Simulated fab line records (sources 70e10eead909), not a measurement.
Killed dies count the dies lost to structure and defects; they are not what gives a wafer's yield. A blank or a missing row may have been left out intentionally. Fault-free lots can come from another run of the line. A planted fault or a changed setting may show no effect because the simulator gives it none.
Which of the tools did it? | flow nand harc | 7 lots with 21 wafers sampled at 2 steps, on a route of 1302 steps

== WHAT THE GAUGES SHOWED, per wafer ==
NHARC_A_ONON_D1_THK_MEAS_21: measures by ellipsometry.
lot  | measured     | on            | thk nm (nm)
L460 | day 8 11:33  | film metro-01 | 993 993 992
L462 | day 9 14:10  | film metro-02 | 1584 1583 994
L470 | day 12 22:52 | film metro-01 | 973 973 971
L475 | day 15 02:24 | film metro-01 | 1004 1006 1005
L477 | day 15 11:43 | film metro-01 | 1012 1011 1013
L479 | day 16 09:23 | film metro-02 | 1007 1008 1007
L481 | day 17 10:11 | film metro-01 | 993 996 995

== TOOL THAT RAN EACH LOT (tool first, then ch and the chambers of the sampled wafers, then the start) ==
lot  | NHARC_A_ONON_D1_DEP_19
L460 | pecvd onon-04 ch 0, day 8 11:02
L462 | pecvd onon-04 ch 0, day 9 13:46
L470 | pecvd onon-01 ch 0, day 12 22:25
L475 | pecvd onon-04 ch 0, day 15 01:53
L477 | pecvd onon-04 ch 0, day 15 11:11
L479 | pecvd onon-01 ch 0, day 16 09:04
L481 | pecvd onon-03 ch 0, day 17 09:41
- NHARC_A_ONON_D1_DEP_19: target thk 1000 nm.

== THE ANSWER, worked out from the rows above alone ==
Rule: the usual values come from the lots themselves. Put in order of their means at a reading, lots are off if they are a third of the lots or fewer, leave a main group of 4 or more, and stand apart from it by a gap of 3 or more times the standard deviation of the main group's means; of several such gaps the widest counts. If all means in a main group match to the digits the tables above print for the reading, that group is not used. Also off: a lot with no number at a reading for which 4 or more lots have one. Any other lot the step has rows for is counted as sound.
Off: L462, at NHARC_A_ONON_D1_THK_MEAS_21 (thk nm). Mean 997 nm and standard deviation 13 in the main group.
If a tool, at a process step before that reading, ran all the lots that are off and no sound lot after the first of them, it fits. Those tools and the gauges at NHARC_A_ONON_D1_THK_MEAS_21 are tried in the same way. Of those tried, none fits.

== WHAT HAD BEEN PUT IN BY THE SIMULATOR ==
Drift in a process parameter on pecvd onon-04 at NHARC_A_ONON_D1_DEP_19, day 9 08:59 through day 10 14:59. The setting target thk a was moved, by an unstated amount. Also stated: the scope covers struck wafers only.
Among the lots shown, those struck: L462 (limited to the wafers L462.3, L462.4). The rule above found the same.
